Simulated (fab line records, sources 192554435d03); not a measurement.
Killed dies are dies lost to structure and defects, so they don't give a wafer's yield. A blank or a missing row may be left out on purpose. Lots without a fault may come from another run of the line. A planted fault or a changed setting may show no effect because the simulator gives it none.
fab line records | flow n5_finfet
record lots=5 wafers=15 last_day=17
route steps=1938 shown HKMG_FIN@449 GATE_CUT@465 BEOL_M4@1111 PASSIVATION@1936
lots that met no fault: from a run of the same line without faults
start_h: hours from the record's first day to the start of the lot's first wafer shown | wait_h: hours since the lot's step before | " the same as in the row above | L1.1+2: a row that stands for several wafers | - no value, or no start given | * or withheld: withheld | < > ~ a bound
route shown NAME@n: a module of which the file shows steps, and the number in the route of the first | usual: mean/standard deviation of fault-free wafers | same: alike in all rows | chamber/n: place in a boat | sites: the reading at each site | _std_site: their standard deviation | _edge_site: outer sites' mean less inner sites' | radius_mm: how far each site lies from the wafer's centre | mask NAME#n: copy n | behind: the tool/chamber that last shaped the wafer | hold: why the lot was held/for how many hours/how that ended | device: the transistor (n, p or np) that didn't switch | end of line: the same wafers' tests at the end of the route | a step without rows: its recipe alone | killed: dies lost to structure and defects at the first sort, not the wafer's yield | map: a wafer's dies, x killed, . not, _ none there
set.NAME: the setting as run; set.NAME@STEP: as run at that earlier step | model.NAME: the simulator's own value behind a step, which no gauge read
lots at some steps of the route; a table a step, a row a wafer
services: from which hour (start_h, from the record's first day; less than 0 if before it) a tool's chamber was out of use, for how many hours, and why
## steps
# step N5_HKMG_FIN_ALD_71
# recipe material=TiN target_thk_a=10 temp_c=400 ald_precursor_family=TiCl4 ald_co_reactant=NH3 pulse_time_s=1 purge_time_s=3 co_reactant_purge_time_s=2 co_reactant_pulse_time_s=2 ald_cycles=47 pressure_torr=3
# step N5_HKMG_FIN_COAT_66
# recipe resist=SOC temp_c=250 time_s=60 spin_rpm=1500 resist_thk_nm=300
# step N5_HKMG_FIN_ETCH_67
# recipe chemistry=N2/H2 target=SOC target_depth_a=3889 stop_on=TiN ion_energy_ev=100 bias_w=61 pressure_mtorr=30 source_w=850 n2_flow_sccm=200 h2_flow_sccm=200
# step N5_HKMG_FIN_STRIP_90
# recipe chemistry=N2/H2 material=SOC time_s=20 power_w=500 temp_c=40 pressure_mtorr=50 rf_frequency_hz=6e+07 bias_power_w=8 h2_frac=0.5 n2_flow_sccm=300 h2_flow_sccm=300
# step N5_HKMG_FIN_WET_ETCH_73
# recipe chemistry=SC1 mix=1:2:40 temp_c=50 time_s=42.3 target_depth_nm=1.3 dry=ipa_marangoni rinse_time_s=30 rinse_temp_c=23
# step N5_HKMG_FIN_ETCHBACK_68
# recipe chemistry=Cl2/Ar stop_on=HfO2 target_depth_a=5 pressure_mtorr=10 icp_w=600 bias_w=60 Cl2_flow_sccm=40 Ar_flow_sccm=60
# usual drypump_motor_current_A=5.75/0.23 he_backside_leak_sccm=3.42/0.16 mfc_ar_sccm=60.01/0.16 oes_product_au=0.77/0.1 throttle_valve_pct=20.73/0.22
# columns lot.wafer tool chamber start_h wait_h drypump_motor_current_A he_backside_leak_sccm mfc_ar_sccm oes_product_au rf_hours_counter_h throttle_valve_pct
L457.2 rie_metal-02 0 89.17 0.1 5.49 3.48 60.00 0.82 - 20.64
L457.4 " 0 " " 5.48 3.41 60.11 0.87 - 20.60
L457.6 " 0 " " 5.46 3.55 60.06 0.86 - 20.62
L464.3 rie_metal-01 1 132.20 0.1 5.94 3.51 59.98 0.70 - 21.00
L464.4 " 0 " " 5.59 3.56 59.95 0.78 - 20.60
L464.5 " 0 " " 5.59 3.51 60.04 0.84 - 20.53
L469.3 rie_metal-01 1 159.57 0.1 5.99 3.64 59.91 0.69 - 21.01
L469.4 " 0 " " 5.61 3.58 59.82 0.83 - 20.51
L469.5 " 1 " " 5.96 3.63 59.95 0.70 - 21.01
L474.1 rie_metal-01 0 195.17 0.0 5.60 3.40 60.11 0.81 22 20.53
L474.3 " 1 " " 5.97 3.74 60.37 0.69 - 21.01
L474.5 " 0 " " 5.62 3.43 60.06 0.80 - 20.53
L475.2 rie_metal-01 1 200.35 0.0 5.97 3.52 60.07 0.68 69 21.00
L475.3 " 1 " " 5.96 3.59 59.95 0.69 - 21.00
L475.4 " 0 " " 5.59 3.52 59.88 0.81 - 20.54
# step N5_HKMG_FIN_STRIP_69
# recipe chemistry=N2/H2 power_w=2500 temp_c=300 h2_frac=0.65 time_s=360 pressure_mtorr=withheld n2_flow_sccm=1750 h2_flow_sccm=3250
# step N5_HKMG_FIN_ALD_21
# recipe material=TiN target_thk_a=15 temp_c=400 ald_precursor_family=TiCl4 ald_co_reactant=NH3 pulse_time_s=1 purge_time_s=3 co_reactant_purge_time_s=2 co_reactant_pulse_time_s=2 ald_cycles=68 pressure_torr=3
# step N5_HKMG_FIN_ALD_72
# recipe material=W target_thk_a=20 temp_c=300 pressure_torr=7.5 ald_precursor_family=WF6 ald_co_reactant=B2H6 pulse_time_s=1 purge_time_s=2 co_reactant_purge_time_s=2 co_reactant_pulse_time_s=3 ald_cycles=7
# usual heater_power_w=481/46 precursor_pulse_height_rel=1.002/0.022
# columns lot.wafer tool chamber start_h wait_h heater_power_w precursor_pulse_height_rel
L457.2 cvd_w-01 1 90.14 0.2 410 1.050
L457.4 " 1 " " 415 1.011
L457.6 " 1 " " 430 0.996
L464.3 cvd_w-02 0 133.06 0.2 480 0.995
L464.4 " 1 " " 496 1.026
L464.5 " 1 " " 490 0.997
L469.3 cvd_w-01 0 160.44 0.2 543 0.994
L469.4 " 1 " " 425 0.993
L469.5 " 0 " " 527 0.962
L474.1 cvd_w-01 1 196.05 0.2 429 1.016
L474.3 " 1 " " 424 1.001
L474.5 " 0 " " 532 1.020
L475.2 cvd_w-01 0 201.24 0.2 543 0.968
L475.3 " 0 " " 536 1.018
L475.4 " 1 " " 425 1.026
# step N5_HKMG_FIN_W_FILL_22
# recipe material=W target_thk_a=600 temp_c=400 pressure_torr=39.4 time_s=18.2
# step N5_HKMG_FIN_PRECLEAN_83
# recipe chemistry=DIW time_s=57.5 temp_c=23
# step N5_HKMG_FIN_SRD_84
# recipe dry_time_s=32 dry=n2_spin spin_rpm=1500
# step N5_HKMG_FIN_CMP_23
# recipe stop_on=SiNx t_overpolish_s=10 post_cmp_clean=rinse_only down_force_psi=4 platen_rpm=50.289 pad_velocity_m_s=1.0006 target_thk_nm=46.326
# usual motor_current_A=11.9/1.4 overpolish_run_s=10.001/0.009 slurry_flow_ml_min=149.9/0.38 time_to_endpoint_s=12.7/2.1
# columns lot.wafer tool chamber start_h wait_h motor_current_A overpolish_run_s slurry_flow_ml_min time_to_endpoint_s model.W_of_HKMG_FIN_W_FILL_22.thk_nm model.SiNx_of_SDB_ALD_29.thk_nm
L457.2 cmp-01 3 90.39 0.1 11.7 9.991 149.2 14.3 48 28.8
L457.4 " 0 " " 9.7 9.990 149.8 13.8 48.4 28.6
L457.6 " 3 " " 12.4 9.984 148.9 14.3 48.6 28.8
L464.3 cmp-03 2 133.21 0.0 11.2 10.001 149.9 12.5 46.8 28.8
L464.4 " 1 " " 9.7 9.994 149.6 13.2 46.6 28.8
L464.5 " 2 " " 11.7 9.997 149.6 15.2 47.2 28.6
L469.3 cmp-03 1 160.67 0.1 10.1 9.998 149.9 13.9 46.8 28.8
L469.4 " 3 " " 12.8 10.013 149.9 8.9 46.4 28.8
L469.5 " 0 " " 12.0 10.001 150.1 5.1 44.4 28.4
L474.1 cmp-02 2 196.22 0.0 14.8 9.998 149.9 11.8 47.6 28.8
L474.3 " 3 " " 12.7 10.015 150.0 14.2 47.4 29
L474.5 " 3 " " 12.4 9.987 149.9 14.4 47.6 28.8
L475.4 cmp-01 1 201.41 0.0 12.5 10.013 150.2 14.3 45.4 28.8
L475.2 " 2 " " 9.1 10.000 150.0 12.0 45.2 28.8
L475.3 " 3 " " 12.3 10.006 150.2 16.1 45.8 28.6
# step N5_HKMG_FIN_CMP_94
# recipe stop_on=SiNx post_cmp_clean=w_dilute_nh4oh t_overpolish_s=4.7 down_force_psi=4 platen_rpm=50.289 pad_velocity_m_s=1.0006 target_thk_nm=43.299
# step N5_HKMG_FIN_INSPECT_28
# recipe inspect_instrument=darkfield mode=post_cmp
# usual raw_defect_count=44/15
# columns lot.wafer tool chamber start_h wait_h raw_defect_count
L457.2 defect_inspect-01 - 91.02 0.0 31
L457.4 " - " " 22
L457.6 " - " " 30
L464.3 defect_inspect-01 - 133.93 0.0 21
L464.4 " - " " 29
L464.5 " - " " 14
L469.3 defect_inspect-02 - 161.30 0.0 56
L469.4 " - " " 33
L469.5 " - " " 52
L474.1 defect_inspect-02 - 196.93 0.0 40
L474.3 " - " " 58
L474.5 " - " " 35
L475.2 defect_inspect-02 - 202.12 0.0 65
L475.3 " - " " 39
L475.4 " - " " 30
# step N5_GATE_CUT_ETCHBACK_00
# recipe chemistry=SF6/Cl2 target=W pressure_mtorr=8 icp_w=900 bias_w=80 SF6_flow_sccm=40 Cl2_flow_sccm=60
# usual drypump_motor_current_A=5.78/0.23 he_backside_leak_sccm=3.5/0.38 oes_product_au=0.78/0.1 throttle_valve_pct=27.39/0.28
# columns lot.wafer tool chamber start_h wait_h drypump_motor_current_A he_backside_leak_sccm oes_product_au rf_hours_counter_h throttle_valve_pct
L457.2 rie_metal-02 0 91.18 0.2 5.49 3.3 0.89 - 27.31
L457.4 " 0 " " 5.52 3.4 0.88 - 27.29
L457.6 " 0 " " 5.50 3.3 0.88 - 27.29
L464.3 rie_metal-01 1 134.00 0.1 5.99 3.5 0.71 - 27.89
L464.4 " 0 " " 5.61 3.5 0.85 - 27.05
L464.5 " 1 " " 5.97 3.6 0.72 - 27.91
L469.3 rie_metal-01 0 161.38 0.1 5.62 3.5 0.85 - 27.04
L469.4 " 1 " " 5.93 3.5 0.71 - 27.90
L469.5 " 0 " " 5.63 3.6 0.84 - 27.04
L474.1 rie_metal-03 1 196.97 0.0 6.04 3.4 0.74 57 27.37
L474.3 " 1 " " 6.02 3.5 0.74 - 27.36
L474.5 " 1 " " 6.04 3.1 0.73 - 27.37
L475.2 rie_metal-01 0 202.27 0.2 5.60 3.4 0.82 23 27.07
L475.3 " 0 " " 5.61 3.4 0.82 - 27.06
L475.4 " 1 " " 5.97 3.6 0.70 - 27.92
# step N5_GATE_CUT_ETCH_56
# recipe chemistry=Cl2/Ar target=TiN target_depth_a=216 pressure_mtorr=10 icp_w=600 bias_w=60 Cl2_flow_sccm=40 Ar_flow_sccm=60
# usual drypump_motor_current_A=5.78/0.23 he_backside_leak_sccm=3.49/0.25 mfc_ar_sccm=60.00/0.17 oes_product_au=0.78/0.1 throttle_valve_pct=20.70/0.21
# columns lot.wafer tool chamber start_h wait_h drypump_motor_current_A he_backside_leak_sccm mfc_ar_sccm oes_product_au rf_hours_counter_h throttle_valve_pct
L457.2 rie_metal-02 0 91.41 0.2 5.49 3.50 59.95 0.89 - 20.57
L457.4 " 0 " " 5.55 3.43 60.01 0.90 - 20.59
L457.6 " 0 " " 5.55 3.52 60.10 0.89 - 20.57
L464.3 rie_metal-01 1 134.11 0.1 6.00 3.66 60.03 0.70 - 21.00
L464.4 " 0 " " 5.61 3.58 59.94 0.86 - 20.49
L464.5 " 1 " " 5.97 3.55 60.00 0.70 - 21.02
L469.3 rie_metal-01 0 161.49 0.1 5.59 3.51 59.99 0.84 - 20.53
L469.4 " 1 " " 5.95 3.37 60.17 0.70 - 21.01
L469.5 " 0 " " 5.61 3.53 59.98 0.84 - 20.50
L474.1 rie_metal-03 1 197.21 0.2 6.04 3.49 59.94 0.72 57 20.79
L474.3 " 1 " " 6.04 3.34 60.18 0.72 - 20.77
L474.5 " 1 " " 6.04 3.34 59.90 0.73 - 20.78
L475.2 rie_metal-01 0 202.39 0.1 5.59 3.49 60.06 0.83 23 20.52
L475.3 " 0 " " 5.60 3.56 60.05 0.83 - 20.52
L475.4 " 1 " " 5.98 3.81 59.88 0.69 - 21.02
# step N5_GATE_CUT_ETCHBACK_30
# recipe chemistry=Cl2/Ar target=TiN target_depth_a=30 mode=isotropic pressure_mtorr=10 icp_w=600 bias_w=60 Cl2_flow_sccm=40 Ar_flow_sccm=60
# usual drypump_motor_current_A=5.78/0.23 he_backside_leak_sccm=3.45/0.17 mfc_ar_sccm=60.04/0.2 oes_product_au=0.78/0.1 throttle_valve_pct=20.70/0.22
# columns lot.wafer tool chamber start_h wait_h drypump_motor_current_A he_backside_leak_sccm mfc_ar_sccm oes_product_au rf_hours_counter_h throttle_valve_pct
L457.2 rie_metal-02 0 91.57 0.1 5.53 3.44 60.22 0.88 - 20.57
L457.4 " 0 " " 5.52 3.42 60.26 0.88 - 20.58
L457.6 " 0 " " 5.53 3.53 60.24 0.88 - 20.57
L464.3 rie_metal-01 1 134.18 0.0 5.96 3.59 60.41 0.70 - 21.00
L464.4 " 0 " " 5.59 3.57 60.01 0.86 - 20.48
L464.5 " 1 " " 5.98 3.56 60.19 0.70 - 21.01
L469.3 rie_metal-01 0 161.56 0.0 5.61 3.43 60.04 0.85 - 20.52
L469.4 " 1 " " 5.99 3.51 59.95 0.70 - 21.01
L469.5 " 0 " " 5.61 3.41 60.12 0.84 - 20.51
L474.1 rie_metal-03 1 197.39 0.1 6.05 3.12 60.00 0.72 57 20.79
L474.3 " 1 " " 6.07 3.30 60.16 0.73 - 20.79
L474.5 " 1 " " 6.08 3.32 59.87 0.72 - 20.79
L475.2 rie_metal-01 0 202.48 0.1 5.60 3.47 59.90 0.83 23 20.51
L475.3 " 0 " " 5.59 3.45 59.92 0.83 - 20.50
L475.4 " 1 " " 5.92 3.48 59.92 0.69 - 21.02
# step N5_GATE_CUT_VAPOR_ETCH_60
# recipe chemistry=BCl3/Cl2 target=HfO2 mode=isotropic
# step N5_GATE_CUT_ETCH_58
# recipe chemistry=CH3F/O2 target=SiNx target_depth_a=170 time_s=128.6 ion_energy_ev=50 pressure_mtorr=30 source_w=415 bias_w=21 Ar_flow_sccm=150 CH3F_flow_sccm=30 O2_flow_sccm=20
# usual drypump_motor_current_A=5.8/0.31 mfc_ar_sccm=150.0/0.45 oes_product_au=0.80/0.077 rf_vpp_V=99.4/0.89 showerhead_plenum_p_Torr=2.04/0.078 throttle_valve_pct=16.25/0.21
# columns lot.wafer tool chamber start_h wait_h drypump_motor_current_A mfc_ar_sccm oes_product_au rf_hours_counter_h rf_vpp_V showerhead_plenum_p_Torr throttle_valve_pct model.SiNx_of_SDB_ALD_29.thk_nm
L457.2 rie_diel-04 3 91.70 0.1 5.5 149.8 0.77 120 99.6 1.85 16.18 24.6
L457.4 " 0 " " 5.9 150.4 0.76 141 99.6 2.09 16.28 24.4
L457.6 " 2 " " 6.0 150.0 0.80 - 99.9 2.10 15.92 24.6
L464.3 rie_diel-04 2 134.25 0.0 6.1 150.7 0.79 137 98.8 2.09 15.97 24.6
L464.4 " 3 " " 5.5 149.6 0.76 - 97.8 1.84 16.21 24.6
L464.5 " 1 " " 5.6 150.5 0.68 - 98.5 1.97 16.18 24.4
L469.3 rie_diel-03 0 161.63 0.0 5.1 149.8 0.97 7 99.1 2.05 16.02 24.6
L469.4 " 2 " " 5.4 150.3 0.79 106 97.7 2.01 16.29 24.6
L469.5 " 3 " " 5.8 150.3 0.92 - 100.6 2.05 16.28 24.2
L474.1 rie_diel-03 0 197.59 0.1 5.2 150.1 0.94 19 99.1 2.04 16.06 24.6
L474.3 " 3 " " 5.8 149.2 0.90 26 99.2 2.05 16.29 24.8
L474.5 " 1 " " 5.9 150.1 0.71 - 99.0 2.08 16.77 24.4
L475.2 rie_diel-04 3 202.60 0.1 5.5 150.1 0.75 159 99.2 1.84 16.25 24.6
L475.3 " 2 " " 6.1 149.4 0.77 162 100.0 2.08 16.00 24.4
L475.4 " 2 " " 6.1 149.2 0.76 - 99.0 2.08 16.00 24.6
# step N5_GATE_CUT_STRIP_59
# recipe chemistry=N2/H2 time_s=20 power_w=100 temp_c=40 pressure_mtorr=100 rf_frequency_hz=6e+07 bias_power_w=3 n2_flow_sccm=300 h2_flow_sccm=300
# step N5_BEOL_M4_RC_MEAS_101
# usual DIBL_N=35.8/1.7 DIBL_P=35.9/1.9 IOFF_N=0.151/0.028 IOFF_P=0.21/0.037 ION_N=673/12 ION_P=463/8.3 SS_N=71.4/0.59 SS_P=73.2/0.63 VT_N=250/3.2 VT_P=-250/3.7
# columns lot.wafer tool chamber start_h wait_h DIBL_N[mV/V] DIBL_P[mV/V] IOFF_N[nA/um] IOFF_P[nA/um] ION_N[uA/um] ION_P[uA/um] SS_N[mV/dec] SS_P[mV/dec] VT_N[mV] VT_P[mV]
L457.2 prober-01 0 166.36 0.2 36.6 36.2 0.176 0.26 687 483 70.9 73.5 246 -246
L457.4 " 0 " " 34.8 33.3 0.137 0.20 670 460 71.3 73.6 250 -249
L457.6 " 0 " " 35.3 34.4 0.148 0.23 686 481 71.1 73.5 250 -246
L464.3 prober-02 0 216.66 0.3 36.3 36.9 0.157 0.21 662 455 71.8 73.6 251 -249
L464.4 " 0 " " 35.4 35.9 0.152 0.20 682 467 71.2 73.1 249 -250
L464.5 " 0 " " 36.3 37.0 0.153 0.20 675 464 71.3 72.9 253 -251
L469.3 prober-01 0 245.17 0.3 34.8 36.4 0.146 0.23 664 464 71.7 73.2 249 -248
L469.4 " 0 " " 37.1 39.2 0.196 0.28 683 471 71.7 73.1 247 -243
L469.5 " 0 " " 36.7 37.5 0.175 0.25 670 466 71.6 73.6 251 -247
L475.2 prober-01 0 286.09 0.2 33.3 33.2 0.122 0.16 657 459 70.9 73.0 255 -255
L475.3 " 0 " " 35.6 36.3 0.153 0.20 664 458 71.4 73.7 250 -251
L475.4 " 0 " " 32.7 32.6 0.113 0.16 665 463 70.5 73.1 257 -254
L474.1 prober-01 0 292.40 0.0 36.6 37.1 0.168 0.24 695 470 72.2 74.0 248 -245
L474.3 " 0 " " 35.8 36.0 0.153 0.23 672 469 71.8 73.5 250 -248
L474.5 " 0 " " 34.9 35.5 0.147 0.22 673 470 71.2 73.0 251 -249
# step N5_PASSIVATION_PROBE_49
# usual defect_limited_yield=91.4/1.5 killed_at_M0_to_M3=33/9.8 killed_at_M4_up=14/5.5 killed_at_contacts=12/6.5 killed_at_front_end=38/11 killed_at_other=3/3.1 killed_dies=101/17 killed_open=66/13 killed_short=32/7.5 sort_bin_5_function=5.0/1 sort_bin_6_memory=3.2/0.69 sort_n_pass=1079/17 sort_yield_pct=91.4/1.5
# same gross_dies=1180 killed_at_back_side=0 sort_bin_4_leakage[%]=0 sort_bin_8_speed[%]=0
# columns lot.wafer tool chamber start_h wait_h defect_limited_yield[%] killed_at_M0_to_M3 killed_at_M4_up killed_at_contacts killed_at_front_end killed_at_other killed_dies killed_open killed_short sort_bin_5_function[%] sort_bin_6_memory[%] sort_n_pass sort_yield_pct[%]
L457.2 prober-01 - 261.04 0.1 92.9 41 8 4 29 2 84 55 28 3.9 3.0 1096 92.9
L457.4 prober-01 - 261.14 0.2 90.4 33 15 7 52 6 113 75 37 5.8 3.6 1067 90.4
L457.6 prober-01 - 261.24 0.3 93.6 16 6 7 40 6 75 49 25 3.3 2.6 1105 93.6
L464.3 prober-01 - 327.35 0.1 92.7 35 8 14 27 2 86 54 27 4.5 2.5 1094 92.7
L464.4 prober-01 - 327.40 0.2 91.3 31 16 13 38 5 103 68 29 5.8 2.9 1077 91.3
L464.5 prober-01 - 327.45 0.2 91.4 37 15 8 39 3 102 74 27 4.8 3.5 1078 91.4
L474.1 prober-01 - 394.97 0.0 90.9 48 6 8 43 2 107 69 32 4.5 4.1 1073 90.9
L474.3 prober-01 - 395.07 0.1 90.1 43 14 7 50 3 117 62 50 6.0 3.2 1063 90.1
L474.5 prober-01 - 395.17 0.2 89.9 50 9 16 39 5 119 79 36 5.3 4.3 1061 89.9
L475.2 prober-01 - 397.18 1.4 92.7 30 11 20 20 5 86 63 23 3.7 3.4 1094 92.7
L475.3 prober-01 - 397.23 1.4 93.1 36 7 6 22 11 82 51 29 3.9 2.8 1098 93.1
L475.4 prober-01 - 397.28 1.5 93.6 29 8 8 28 3 76 51 25 3.8 2.5 1104 93.6
# killed by level:class
L457.2 BEOL_M0_SAQP:geometric_particle:open=10 BEOL_M2:geometric_particle:open=7 BEOL_M3:geometric_particle:open=7 STI_FIN_REVEAL:geometric_particle:open=6 FIN_SAQP:geometric_particle:short=5 GATE_CUT:geometric_particle:short=5 BEOL_M0:geometric_particle:open=5 MOL_CONTACT_COAG:geometric_particle:open=4
L457.4 FIN_SAQP:geometric_particle:open=14 FIN_SAQP:geometric_particle:short=10 STI_FIN_REVEAL:geometric_particle:open=7 BEOL_M0_SAQP:geometric_particle:open=7 BEOL_M4:geometric_particle:open=7 MOL_CONTACT_COAG:geometric_particle:open=6 BEOL_M3:geometric_particle:open=6 STARTING-WAFER:geometric_particle:open=5
L457.6 FIN_SAQP:geometric_particle:short=9 STI_FIN_REVEAL:geometric_particle:open=7 MOL_CONTACT_COAG:geometric_particle:open=7 BEOL_M3:geometric_particle:open=7 DUMMY_GATE:geometric_particle:open=6 FIN_SAQP:geometric_particle:open=5 STI_FIN_REVEAL:geometric_particle:short=4 DUMMY_GATE:geometric_particle:short=3
L464.3 FIN_SAQP:geometric_particle:open=11 MOL_CONTACT_COAG:geometric_particle:open=10 BEOL_M3:geometric_particle:open=10 BEOL_M0_SAQP:geometric_particle:short=9 BEOL_M0_SAQP:geometric_particle:open=5 STARTING-WAFER:geometric_particle:short=5 BEOL_M2:geometric_particle:open=4 STI_FIN_REVEAL:geometric_particle:open=3
L464.4 FIN_SAQP:geometric_particle:open=13 MOL_CONTACT_COAG:geometric_particle:open=11 STI_FIN_REVEAL:geometric_particle:open=9 BEOL_M1:geometric_particle:open=9 BEOL_M0_SAQP:geometric_particle:short=7 BEOL_M4:geometric_particle:open=6 BEOL_M0_SAQP:geometric_particle:open=6 BEOL_M3:geometric_particle:open=5
L464.5 FIN_SAQP:geometric_particle:open=14 BEOL_M3:geometric_particle:open=13 STI_FIN_REVEAL:geometric_particle:open=11 MOL_CONTACT_COAG:geometric_particle:open=7 BEOL_M1:geometric_particle:open=6 BEOL_M4:geometric_particle:open=6 BEOL_M0_SAQP:geometric_particle:short=5 BEOL_M5:geometric_particle:open=5
L474.1 BEOL_M2:geometric_particle:open=14 FIN_SAQP:geometric_particle:open=10 BEOL_M0_SAQP:geometric_particle:open=8 FIN_SAQP:geometric_particle:short=7 GATE_CUT:geometric_particle:short=7 MOL_CONTACT_COAG:geometric_particle:open=7 BEOL_M3:geometric_particle:open=7 BEOL_M1:geometric_particle:open=5
L474.3 FIN_SAQP:geometric_particle:short=12 FIN_SAQP:geometric_particle:open=10 BEOL_M0_SAQP:geometric_particle:open=10 BEOL_M3:geometric_particle:open=8 BEOL_M0_SAQP:geometric_particle:short=7 BEOL_M1:geometric_particle:open=7 MOL_CONTACT_COAG:geometric_particle:open=5 BEOL_M2:geometric_particle:open=5
L474.5 BEOL_M0_SAQP:geometric_particle:open=15 FIN_SAQP:geometric_particle:open=13 MOL_CONTACT_COAG:geometric_particle:open=13 FIN_SAQP:geometric_particle:short=9 BEOL_M1:geometric_particle:open=9 BEOL_M0_SAQP:geometric_particle:short=8 BEOL_M2:geometric_particle:open=5 BEOL_M3:geometric_particle:open=5
L475.2 MOL_CONTACT_COAG:geometric_particle:open=19 BEOL_M3:geometric_particle:open=7 BEOL_M4:geometric_particle:open=7 BEOL_M0_SAQP:geometric_particle:open=6 BEOL_M1:geometric_particle:open=6 DUMMY_GATE:geometric_particle:open=5 STI_FIN_REVEAL:geometric_particle:open=4 BEOL_M0_SAQP:geometric_particle:short=4
L475.3 BEOL_M0_SAQP:geometric_particle:short=13 BEOL_M0_SAQP:geometric_particle:open=13 PAD_METAL:geometric_particle:open=8 FIN_SAQP:geometric_particle:open=6 MOL_CONTACT_COAG:geometric_particle:open=5 GATE_CUT:geometric_particle:short=4 BEOL_M3:geometric_particle:open=4 FIN_SAQP:geometric_particle:short=3
L475.4 BEOL_M2:geometric_particle:open=10 FIN_SAQP:geometric_particle:open=6 FIN_SAQP:geometric_particle:short=6 STI_FIN_REVEAL:geometric_particle:open=6 MOL_CONTACT_COAG:geometric_particle:open=5 GATE_CUT:geometric_particle:open=4 BEOL_M0_SAQP:geometric_particle:short=4 BEOL_M0:geometric_particle:open=4
## services
# columns tool chamber start_h hours kind
rie_metal-01 0 67.72 12.7 repair
rie_diel-03 0 68.69 27.3 repair
cvd_w-02 - 81.42 0.8 repair
rie_metal-02 1 82.94 - clean
rie_metal-02 1 82.94 29.8 scheduled_down
rie_metal-02 1 82.94 29.8 vent_cycle
rie_metal-03 - 88.78 2.8 pm
cmp-01 - 92.75 0.5 repair
cvd_w-02 - 95.22 0.8 repair
cmp-01 - 99.49 18.1 pm
rie_diel-03 0 99.83 13.6 repair
cvd_w-01 - 106.88 1.6 repair
cmp-03 - 111.77 2.7 repair
cvd_w-02 - 119.39 1.1 repair
cvd_w-01 0 123.37 19.7 repair
cmp-03 - 141.57 4.0 pm
cmp-01 - 150.56 8.2 pm
cmp-01 - 159.48 0.9 repair
cmp-01 - 164.37 0.2 repair
rie_metal-03 0 168.32 7.0 repair
rie_metal-02 - 170.58 0.4 repair
rie_metal-03 0 175.32 - clean
rie_metal-03 0 175.32 28.1 scheduled_down
rie_diel-04 - 193.45 0.5 repair
## key
first_sign step=N5_HKMG_FIN_CMP_23 reading=time_to_endpoint_s direction=down sigmas=3.7 usual=* struck=*
effect none on later readings
model_effect step=N5_HKMG_FIN_CMP_23 value=W_of_HKMG_FIN_W_FILL_22.thk_nm without=46.4 struck=44.4
model_effect step=N5_GATE_CUT_ETCH_58 value=SiNx_of_SDB_ALD_29.thk_nm without=24.6 struck=24.2
met_at N5_HKMG_FIN_CMP_23
struck_wafers L469.5
baseline_loss step=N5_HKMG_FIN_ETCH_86 wafers=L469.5
onset_between 133.21 160.67
fault kind=process_parameter_drift tool=cmp-03 chamber=- onset_h=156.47 steps=N5_HKMG_FIN_CMP_23 channel=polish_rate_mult offset=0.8 shape=step end_h=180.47 scope=struck_wafers_only
# baseline_loss: these wafers lose ten dies or more at that step, a loss of the line's own and not of a fault; the sort's usual values leave them out
